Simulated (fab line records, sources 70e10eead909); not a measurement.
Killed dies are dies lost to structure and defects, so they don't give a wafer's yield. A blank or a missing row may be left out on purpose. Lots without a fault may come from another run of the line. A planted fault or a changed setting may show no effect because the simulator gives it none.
Which tool did it? | flow nand_harc | 24 lots, 72 wafers sampled, at 6 steps of a route of 1302

WHAT THE GAUGES READ, wafer by wafer
NHARC_P_BONDPAD_INSPECT_23. Usual: raw_defect_count 322, standard deviation 110.
lot  | measured     | on                | raw_defect_count | flag
L074 | day 6 20:44  | defect_inspect-01 | 251 235 301      |
L075 | day 7 09:13  | defect_inspect-02 | 353 443 339      |
L076 | day 7 17:06  | defect_inspect-02 | 329 262 353      |
L077 | day 7 21:55  | defect_inspect-02 | 300 409 253      |
L078 | day 8 09:22  | defect_inspect-01 | 251 340 222      |
L079 | day 8 15:47  | defect_inspect-02 | 770 310 337      |
L080 | day 9 04:25  | defect_inspect-01 | 503 241 237      |
L081 | day 9 12:02  | defect_inspect-01 | 293 298 384      |
L082 | day 10 02:45 | defect_inspect-02 | 329 372 348      |
L083 | day 10 09:00 | defect_inspect-01 | 277 309 210      |
L084 | day 10 14:32 | defect_inspect-01 | 360 231 299      |
L085 | day 11 18:07 | defect_inspect-02 | 344 396 615      |
L086 | day 11 21:55 | defect_inspect-01 | 442 664 312      |
L087 | day 12 01:45 | defect_inspect-02 | 203 526 461      |
L088 | day 12 19:20 | defect_inspect-01 | 338 272 311      |
L089 | day 13 05:57 | defect_inspect-01 | 275 360 479      |
L090 | day 13 18:47 | defect_inspect-01 | 371 292 413      |
L091 | day 13 19:43 | defect_inspect-01 | 452 468 234      |
L092 | day 14 02:24 | defect_inspect-01 | 188 177 176      |
L093 | day 14 10:29 | defect_inspect-02 | 307 199 235      |
L094 | day 15 00:25 | defect_inspect-02 | 253 304 341      |
L095 | day 15 09:56 | defect_inspect-02 | 341 349 432      |
L096 | day 15 22:19 | defect_inspect-01 | 219 189 266      |
L097 | day 16 12:08 | defect_inspect-02 | 210 222 343      |

WHICH TOOL RAN EACH LOT (tool, then ch and the chambers of the sampled wafers, then the start)
lot  | NHARC_P_M1_PVD_21                       | NHARC_P_M2_DESCUM_14               | NHARC_P_BONDPAD_ETCH_12                       | NHARC_P_BONDPAD_DEGAS_25     | NHARC_P_BONDPAD_CMP_19
L074 | pvd_sputter-02, day 6 13:35 or earlier  | rie_diel-09 ch 0,3, day 6 13:35    | rie_diel-02 ch 2,3, day 6 19:06 or earlier    | pvd_sputter-03, day 6 19:06  | cmp-03 ch 0,2,3, day 6 20:15
L075 | pvd_sputter-01, day 7 01:43 or earlier  | rie_diel-07 ch 1,2,3, day 7 01:43  | rie_diel-02 ch 0,1,2, day 7 07:35 or earlier  | pvd_sputter-01, day 7 07:35  | cmp-04 ch 1,2,3, day 7 08:44
L076 | pvd_sputter-02, day 7 09:49 or earlier  | rie_diel-07 ch 0,1, day 7 09:49    | rie_diel-08 ch 2,3, day 7 15:28 or earlier    | pvd_sputter-03, day 7 15:28  | cmp-03 ch 0,1, day 7 16:35
L077 | pvd_sputter-03, day 7 14:32 or earlier  | rie_diel-07 ch 1,2,3, day 7 14:32  | rie_diel-08 ch 0,1,2, day 7 20:08 or earlier  | pvd_sputter-01, day 7 20:08  | cmp-04 ch 0,2,3, day 7 21:23
L078 | pvd_sputter-01, day 8 02:17 or earlier  | rie_diel-07 ch 0,1,3, day 8 02:17  | rie_diel-02 ch 1,2,3, day 8 07:43 or earlier  | pvd_sputter-02, day 8 07:43  | cmp-04 ch 0,1,2, day 8 08:49
L079 | pvd_sputter-02, day 8 08:14 or earlier  | rie_diel-07 ch 1,3, day 8 08:14    | rie_diel-08 ch 2,3, day 8 13:48 or earlier    | pvd_sputter-01, day 8 13:48  | cmp-04 ch 2,3, day 8 15:17
L080 | pvd_sputter-01, day 8 21:09 or earlier  | rie_diel-13 ch 1,3, day 8 21:09    | rie_diel-04 ch 1,3, day 9 02:47 or earlier    | pvd_sputter-01, day 9 02:47  | cmp-04 ch 1,2, day 9 03:52
L081 | pvd_sputter-03, day 9 04:47 or earlier  | rie_diel-13 ch 1,2, day 9 04:47    | rie_diel-04 ch 0,1,2, day 9 10:25 or earlier  | pvd_sputter-02, day 9 10:25  | cmp-04 ch 1,2,3, day 9 11:31
L082 | pvd_sputter-03, day 9 19:35 or earlier  | rie_diel-07 ch 2,3, day 9 19:35    | rie_diel-04 ch 2,3, day 10 01:07 or earlier   | pvd_sputter-01, day 10 01:07 | cmp-04 ch 0,1,3, day 10 02:17
L083 | pvd_sputter-02, day 10 01:53 or earlier | rie_diel-13 ch 0,1,2, day 10 01:53 | rie_diel-08 ch 0,1,2, day 10 07:23 or earlier | pvd_sputter-03, day 10 07:23 | cmp-03 ch 1,2,3, day 10 08:28
L084 | pvd_sputter-02, day 10 07:33 or earlier | rie_diel-13 ch 2,3, day 10 07:33   | rie_diel-02 ch 1,2, day 10 12:55 or earlier   | pvd_sputter-02, day 10 12:55 | cmp-04 ch 1,2,3, day 10 14:03
L085 | pvd_sputter-01, day 11 09:16 or earlier | rie_diel-07 ch 1,3, day 11 09:16   | rie_diel-04 ch 0,1, day 11 16:26 or earlier   | pvd_sputter-03, day 11 16:26 | cmp-03 ch 0,2,3, day 11 17:38
L086 | pvd_sputter-03, day 11 14:47 or earlier | rie_diel-13 ch 0,2,3, day 11 14:47 | rie_diel-08 ch 1,2, day 11 20:18 or earlier   | pvd_sputter-02, day 11 20:18 | cmp-01 ch 0,3, day 11 21:23
L087 | pvd_sputter-01, day 11 18:23 or earlier | rie_diel-09 ch 2,3, day 11 18:23   | rie_diel-02 ch 1,2,3, day 12 00:08 or earlier | pvd_sputter-01, day 12 00:08 | cmp-04 ch 1,2, day 12 01:15
L088 | pvd_sputter-02, day 12 12:14 or earlier | rie_diel-07 ch 0,1,2, day 12 12:14 | rie_diel-08 ch 1,3, day 12 17:44 or earlier   | pvd_sputter-01, day 12 17:44 | cmp-04 ch 1,2,3, day 12 18:52
L089 | pvd_sputter-03, day 12 22:53 or earlier | rie_diel-07 ch 1,2,3, day 12 22:53 | rie_diel-04 ch 0,2,3, day 13 04:20 or earlier | pvd_sputter-01, day 13 04:20 | cmp-01 ch 0,1,3, day 13 05:26
L090 | pvd_sputter-01, day 13 11:46 or earlier | rie_diel-13 ch 0,1,3, day 13 11:46 | rie_diel-02 ch 2,3, day 13 17:11 or earlier   | pvd_sputter-02, day 13 17:11 | cmp-03 ch 1,2,3, day 13 18:16
L091 | pvd_sputter-03, day 13 12:30 or earlier | rie_diel-13 ch 0,2,3, day 13 12:30 | rie_diel-08 ch 1,3, day 13 18:02 or earlier   | pvd_sputter-01, day 13 18:02 | cmp-03 ch 0,2,3, day 13 19:13
L092 | pvd_sputter-03, day 13 19:16 or earlier | rie_diel-07 ch 0,1,3, day 13 19:16 | rie_diel-04 ch 0,1, day 14 00:48 or earlier   | pvd_sputter-02, day 14 00:48 | cmp-03 ch 0,2,3, day 14 01:56
L093 | pvd_sputter-03, day 14 03:02 or earlier | rie_diel-13 ch 2,3, day 14 03:02   | rie_diel-08 ch 0,1,2, day 14 08:51 or earlier | pvd_sputter-02, day 14 08:51 | cmp-01 ch 1,2,3, day 14 09:59
L094 | pvd_sputter-03, day 14 17:13 or earlier | rie_diel-07 ch 0,1,3, day 14 17:13 | rie_diel-08 ch 0,1, day 14 22:47 or earlier   | pvd_sputter-03, day 14 22:47 | cmp-03 ch 2,3, day 14 23:53
L095 | pvd_sputter-01, day 15 02:56 or earlier | rie_diel-13 ch 0,1,3, day 15 02:56 | rie_diel-02 ch 1,2,3, day 15 08:20 or earlier | pvd_sputter-01, day 15 08:20 | cmp-01 ch 1,2,3, day 15 09:25
L096 | pvd_sputter-03, day 15 15:14 or earlier | rie_diel-07 ch 1,3, day 15 15:14   | rie_diel-08 ch 1,2,3, day 15 20:41 or earlier | pvd_sputter-02, day 15 20:41 | cmp-01 ch 0,3, day 15 21:46
L097 | pvd_sputter-02, day 16 04:49 or earlier | rie_diel-09 ch 0,3, day 16 04:49   | rie_diel-02 ch 0,2,3, day 16 10:32 or earlier | pvd_sputter-01, day 16 10:32 | cmp-03 ch 0,1, day 16 11:36
- NHARC_P_M1_PVD_21: deposits Cu, target thk 30 nm, time 20.49 s.
- NHARC_P_M2_DESCUM_14: chemistry O2, time 3 s.
- NHARC_P_BONDPAD_ETCH_12: etches the open film in CHF3/O2, target depth 200 nm, time 100 s.
- NHARC_P_BONDPAD_DEGAS_25: time 60 s.
- NHARC_P_BONDPAD_CMP_19: polishes, t overpolish 30 s, cu recess touch 16 s, target thk 160.81 nm.

WHAT THE TOOLS THEMSELVES READ (means of the sampled wafers that have a number; where no wafer has one, the mark that the record gives instead)
NHARC_P_M1_PVD_21. Usual: throttle_valve_pct 29.8 %, standard deviation 0.87.
lot  | tool           | throttle_valve_pct (%) | flag
L074 | pvd_sputter-02 | 29.9                   |
L075 | pvd_sputter-01 | 30.0                   |
L076 | pvd_sputter-02 | 30.7                   |
L077 | pvd_sputter-03 | 29.7                   |
L078 | pvd_sputter-01 | 29.7                   |
L079 | pvd_sputter-02 | 30.8                   |
L080 | pvd_sputter-01 | 30.4                   |
L081 | pvd_sputter-03 | 29.6                   |
L082 | pvd_sputter-03 | 29.6                   |
L083 | pvd_sputter-02 | 30.6                   |
L084 | pvd_sputter-02 | 30.7                   |
L085 | pvd_sputter-01 | 29.7                   |
L086 | pvd_sputter-03 | 29.5                   |
L087 | pvd_sputter-01 | 30.2                   |
L088 | pvd_sputter-02 | 30.7                   |
L089 | pvd_sputter-03 | 29.7                   |
L090 | pvd_sputter-01 | 28.7                   |
L091 | pvd_sputter-03 | 29.9                   |
L092 | pvd_sputter-03 | 29.8                   |
L093 | pvd_sputter-03 | 29.7                   |
L094 | pvd_sputter-03 | 29.5                   |
L095 | pvd_sputter-01 | 30.3                   |
L096 | pvd_sputter-03 | 29.6                   |
L097 | pvd_sputter-02 | 30.7                   |

NHARC_P_M2_DESCUM_14. Usual: drypump_motor_current_A 5.7 A, standard deviation 0.56; o2_flow_sccm 200.0 sccm, standard deviation 0.64; oes_product_au 1.005 a.u., standard deviation 0.012; rf_vpp_V 57.9 V, standard deviation 0.93; showerhead_plenum_p_Torr 1.93 Torr, standard deviation 0.073; throttle_valve_pct 11.311 %, standard deviation 0.0095.
lot  | tool        | drypump_motor_current_A (A) | o2_flow_sccm (sccm) | oes_product_au (a.u.) | rf_vpp_V (V) | showerhead_plenum_p_Torr (Torr) | throttle_valve_pct (%) | flag
L074 | rie_diel-09 | 6.1                         | 199.6               | 0.990                 | 57.0         | 1.93                            | 11.315                 |
L075 | rie_diel-07 | 6.1                         | 200.4               | 1.004                 | 57.0         | 1.93                            | 11.314                 |
L076 | rie_diel-07 | 6.1                         | 200.1               | 1.014                 | 58.6         | 1.97                            | 11.315                 |
L077 | rie_diel-07 | 6.0                         | 200.4               | 1.012                 | 57.5         | 1.93                            | 11.307                 |
L078 | rie_diel-07 | 5.7                         | 200.4               | 1.014                 | 57.2         | 1.93                            | 11.312                 |
L079 | rie_diel-07 | 6.3                         | 199.5               | 1.014                 | 58.3         | 1.96                            | 11.323                 |
L080 | rie_diel-13 | 5.2                         | 199.7               | 0.997                 | 58.9         | 2.02                            | 11.307                 |
L081 | rie_diel-13 | 5.4                         | 199.6               | 0.997                 | 58.6         | 1.96                            | 11.309                 |
L082 | rie_diel-07 | 5.8                         | 199.5               | 1.014                 | 57.1         | 1.90                            | 11.304                 |
L083 | rie_diel-13 | 5.6                         | 199.9               | 0.999                 | 57.4         | 1.93                            | 11.306                 |
L084 | rie_diel-13 | 5.3                         | 199.7               | 1.003                 | 57.5         | 1.95                            | 11.304                 |
L085 | rie_diel-07 | 5.9                         | 201.1               | 1.017                 | 58.0         | 1.91                            | 11.310                 |
L086 | rie_diel-13 | 5.4                         | 200.4               | 1.005                 | 57.8         | 1.92                            | 11.302                 |
L087 | rie_diel-09 | 5.4                         | 200.2               | 0.990                 | 57.7         | 1.97                            | 11.309                 |
L088 | rie_diel-07 | 5.9                         | 199.7               | 1.019                 | 57.0         | 1.94                            | 11.311                 |
L089 | rie_diel-07 | 6.1                         | 199.1               | 1.018                 | 58.2         | 1.93                            | 11.316                 |
L090 | rie_diel-13 | 5.4                         | 200.7               | 0.995                 | 57.5         | 1.96                            | 11.312                 |
L091 | rie_diel-13 | 5.4                         | 199.9               | 1.002                 | 58.6         | 1.92                            | 11.311                 |
L092 | rie_diel-07 | 5.8                         | 199.6               | 1.007                 | 58.2         | 1.93                            | 11.305                 |
L093 | rie_diel-13 | 5.1                         | 200.4               | 0.995                 | 58.7         | 1.98                            | 11.312                 |
L094 | rie_diel-07 | 5.7                         | 200.2               | 1.003                 | 58.5         | 1.93                            | 11.304                 |
L095 | rie_diel-13 | 5.3                         | 199.6               | 1.007                 | 58.1         | 1.96                            | 11.307                 |
L096 | rie_diel-07 | 5.9                         | 199.4               | 1.004                 | 58.1         | 1.91                            | 11.316                 |
L097 | rie_diel-09 | 6.1                         | 200.3               | 1.003                 | 57.8         | 1.92                            | 11.317                 |

NHARC_P_BONDPAD_ETCH_12. Usual: drypump_motor_current_A 5.9 A, standard deviation 0.34; o2_flow_sccm 10.00 sccm, standard deviation 0.03; oes_product_au 0.950 a.u., standard deviation 0.024; rf_vpp_V 370.8 V, standard deviation 2.8; showerhead_plenum_p_Torr 2.41 Torr, standard deviation 0.13; throttle_valve_pct 20.572 %, standard deviation 0.0091.
lot  | tool        | drypump_motor_current_A (A) | o2_flow_sccm (sccm) | oes_product_au (a.u.) | rf_vpp_V (V) | showerhead_plenum_p_Torr (Torr) | throttle_valve_pct (%) | flag
L074 | rie_diel-02 | 6.0                         | 10.01               | 0.966                 | 374.2        | 2.56                            | 20.570                 |
L075 | rie_diel-02 | 6.0                         | 9.98                | 0.940                 | 371.8        | 2.46                            | 20.575                 |
L076 | rie_diel-08 | 5.4                         | 10.01               | 0.967                 | 371.3        | 2.44                            | 20.578                 |
L077 | rie_diel-08 | 5.7                         | 9.98                | 0.974                 | 369.9        | 2.37                            | 20.567                 |
L078 | rie_diel-02 | 6.1                         | 9.99                | 0.922                 | 374.0        | 2.56                            | 20.574                 |
L079 | rie_diel-08 | 5.5                         | 10.02               | 0.933                 | 369.6        | 2.37                            | 20.575                 |
L080 | rie_diel-04 | 5.8                         | 10.01               | 0.970                 | 370.7        | 2.40                            | 20.571                 |
L081 | rie_diel-04 | 6.0                         | 10.01               | 0.971                 | 371.7        | 2.42                            | 20.576                 |
L082 | rie_diel-04 | 6.5                         | 10.00               | 0.928                 | 368.6        | 2.29                            | 20.574                 |
L083 | rie_diel-08 | 5.7                         | 10.02               | 0.936                 | 370.0        | 2.37                            | 20.569                 |
L084 | rie_diel-02 | 6.1                         | 10.01               | 0.976                 | 374.0        | 2.57                            | 20.571                 |
L085 | rie_diel-04 | 5.6                         | 10.02               | 0.957                 | 371.9        | 2.47                            | 20.580                 |
L086 | rie_diel-08 | 5.6                         | 10.03               | 0.958                 | 370.6        | 2.38                            | 20.577                 |
L087 | rie_diel-02 | 6.1                         | 9.99                | 0.976                 | 374.0        | 2.55                            | 20.570                 |
L088 | rie_diel-08 | 5.7                         | 9.96                | 0.968                 | 369.2        | 2.30                            | 20.580                 |
L089 | rie_diel-04 | 6.0                         | 10.02               | 0.918                 | 369.6        | 2.39                            | 20.566                 |
L090 | rie_diel-02 | 6.0                         | 10.00               | 0.972                 | 373.9        | 2.55                            | 20.573                 |
L091 | rie_diel-08 | 5.7                         | 10.01               | 0.912                 | 368.2        | 2.30                            | 20.579                 |
L092 | rie_diel-04 | 5.5                         | 9.98                | 0.921                 | 372.7        | 2.52                            | 20.569                 |
L093 | rie_diel-08 | 5.7                         | 9.99                | 0.974                 | 369.9        | 2.37                            | 20.575                 |
L094 | rie_diel-08 | 5.9                         | 9.97                | 0.966                 | 367.9        | 2.29                            | 20.569                 |
L095 | rie_diel-02 | 6.0                         | 9.98                | 0.971                 | 373.9        | 2.55                            | 20.574                 |
L096 | rie_diel-08 | 5.6                         | 10.01               | 0.924                 | 370.2        | 2.37                            | 20.583                 |
L097 | rie_diel-02 | 6.0                         | 10.00               | 0.926                 | 371.2        | 2.44                            | 20.559                 |

NHARC_P_BONDPAD_DEGAS_25. Usual: heater_power_w 470 W, standard deviation 41.
lot  | tool           | heater_power_w (W) | flag
L074 | pvd_sputter-03 | 474                |
L075 | pvd_sputter-01 | 489                |
L076 | pvd_sputter-03 | 494                |
L077 | pvd_sputter-01 | 480                |
L078 | pvd_sputter-02 | 449                |
L079 | pvd_sputter-01 | 456                |
L080 | pvd_sputter-01 | 490                |
L081 | pvd_sputter-02 | 458                |
L082 | pvd_sputter-01 | 485                |
L083 | pvd_sputter-03 | 474                |
L084 | pvd_sputter-02 | 458                |
L085 | pvd_sputter-03 | 477                |
L086 | pvd_sputter-02 | 415                |
L087 | pvd_sputter-01 | 512                |
L088 | pvd_sputter-01 | 479                |
L089 | pvd_sputter-01 | 475                |
L090 | pvd_sputter-02 | 459                |
L091 | pvd_sputter-01 | 482                |
L092 | pvd_sputter-02 | 409                |
L093 | pvd_sputter-02 | 421                |
L094 | pvd_sputter-03 | 476                |
L095 | pvd_sputter-01 | 478                |
L096 | pvd_sputter-02 | 449                |
L097 | pvd_sputter-01 | 483                |

NHARC_P_BONDPAD_CMP_19. Usual: motor_current_A 12.1 A, standard deviation 1.5; overpolish_run_s 30.000 s, standard deviation 0.0096.
lot  | tool   | motor_current_A (A) | overpolish_run_s (s) | flag
L074 | cmp-03 | 12.2                | 29.992               |
L075 | cmp-04 | 11.7                | 29.994               |
L076 | cmp-03 | 11.4                | 30.009               |
L077 | cmp-04 | 11.9                | 29.999               |
L078 | cmp-04 | 12.5                | 30.008               |
L079 | cmp-04 | 12.9                | 30.007               |
L080 | cmp-04 | 13.4                | 29.996               |
L081 | cmp-04 | 12.3                | 29.994               |
L082 | cmp-04 | 11.0                | 29.998               |
L083 | cmp-03 | 12.1                | 30.002               |
L084 | cmp-04 | 12.1                | 29.993               |
L085 | cmp-03 | 11.9                | 30.006               |
L086 | cmp-01 | 13.3                | 30.000               |
L087 | cmp-04 | 12.4                | 30.011               |
L088 | cmp-04 | 12.3                | 29.996               |
L089 | cmp-01 | 13.5                | 30.000               |
L090 | cmp-03 | 11.7                | 30.005               |
L091 | cmp-03 | 12.3                | 30.004               |
L092 | cmp-03 | 11.9                | 29.998               |
L093 | cmp-01 | 13.1                | 29.997               |
L094 | cmp-03 | 11.5                | 29.998               |
L095 | cmp-01 | 12.9                | 29.994               |
L096 | cmp-01 | 13.3                | 29.998               |
L097 | cmp-03 | 11.8                | 30.012               |

THE ANSWER, worked out from the rows above alone
Rule: a lot is off if the mean of its wafers that have a number lies more than 3 standard deviations from the usual mean. A lot without any number at a reading at which 4 lots or more have one is off too. The other lots that the step has rows for count as sound. The gauges are gone through in route order, then the tools' own readings, and for those a lot's mean is taken as printed above. The first step at which some lot is off is used, and at that step the reading that is off furthest; a lot without a number counts as furthest.
No lot is off at any reading shown: from this, nothing can be told.

WHAT THE SIMULATOR HAD PUT IN
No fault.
